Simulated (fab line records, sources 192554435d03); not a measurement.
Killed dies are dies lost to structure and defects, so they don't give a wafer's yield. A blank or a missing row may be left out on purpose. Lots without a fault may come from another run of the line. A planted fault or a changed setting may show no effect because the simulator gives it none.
Split-lot experiment | flow n5_finfet | 7 lots, 21 wafers read, on a route of 1938 steps

THE SPLIT
At N5_BEOL_M8_TRENCH_ETCH_37 (etches SiCOH lowk in C4F6/O2, target depth 93.478 nm, time 31.2 s), the setting bias_w was moved away from the recipe's 185 W on 6 of the 21 wafers read, by -14.6% to +10.1%. The other wafers ran this setting at the recipe's value.

The reading is taken at the split's own step.

THE READING
rf_vpp_V, in V, at N5_BEOL_M8_TRENCH_ETCH_37 (etches SiCOH lowk in C4F6/O2, target depth 93.478 nm, time 31.2 s). Fault-free wafers of this fab line usually give 667 V, standard deviation 13 V.

wafer  | tool, chamber at the split | bias_w as run, W | against the recipe | rf_vpp_V, V | against lot-mates on the recipe
L076.2 | rie_diel-05, 2             | 164.8            | -10.9%             | 599         | -74
L076.4 | rie_diel-05, 3             | 185              | recipe             | 673         | -
L076.5 | rie_diel-05, 3             | 185              | recipe             | 673         | -
L078.1 | rie_diel-03, 1             | 185              | recipe             | 674         | -
L078.3 | rie_diel-03, 3             | 185              | recipe             | 642         | -
L078.4 | rie_diel-03, 1             | 185              | recipe             | 674         | -
L083.1 | rie_diel-04, 2             | 185              | recipe             | 686         | -
L083.5 | rie_diel-04, 2             | 203.7            | +10.1%             | 741         | +62
L083.6 | rie_diel-04, 1             | 185              | recipe             | 671         | -
L090.4 | rie_diel-05, 0             | 185              | recipe             | 672         | -
L090.5 | rie_diel-05, 2             | 185              | recipe             | 656         | -
L090.6 | rie_diel-05, 3             | 200.7            | +8.5%              | 717         | +53
L093.1 | rie_diel-04, 1             | 158              | -14.6%             | 591         | -94
L093.2 | rie_diel-04, 3             | 158              | -14.6%             | 594         | -91
L093.3 | rie_diel-04, 2             | 185              | recipe             | 685         | -
L092.1 | rie_diel-03, 1             | 185              | recipe             | 673         | -
L092.3 | rie_diel-03, 0             | 185              | recipe             | 681         | -
L092.6 | rie_diel-03, 0             | 185              | recipe             | 680         | -
L097.3 | rie_diel-04, 1             | 185              | recipe             | 671         | -
L097.4 | rie_diel-04, 1             | 175              | -5.4%              | 642         | -17
L097.5 | rie_diel-04, 0             | 185              | recipe             | 647         | -

THE FIT
A straight line over all 21 wafers: rf_vpp_V changes by +5.8 V for each +1% of bias_w; r = +0.95; the points scatter about the line by 12 V.
The same after taking each lot's own level away (the mean of its wafers on the recipe; 21 wafers): +6.27 V for each +1%; r = +0.97; scatter 9.1 V.
On that fit, the largest move of bias_w shifts the reading by 91 V.
The lots' own levels span 659.0 to 685.0 V, that is 2.0 times the standard deviation above.
So the lot-to-lot level changes the slope little: the two slopes agree.
Check: with one of the wafers moved furthest among these (-14.6%) left out of the fit, the line predicts -89.9 V for it against its lot-mates. It came out at -94 V against them.
Tool readings at the split's step, against how far the setting was moved: rf_vpp_V r = +0.95.

THE FILE'S OWN FIT
rf_vpp_V changes by +6.23 V for each +1% of bias_w, r = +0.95.
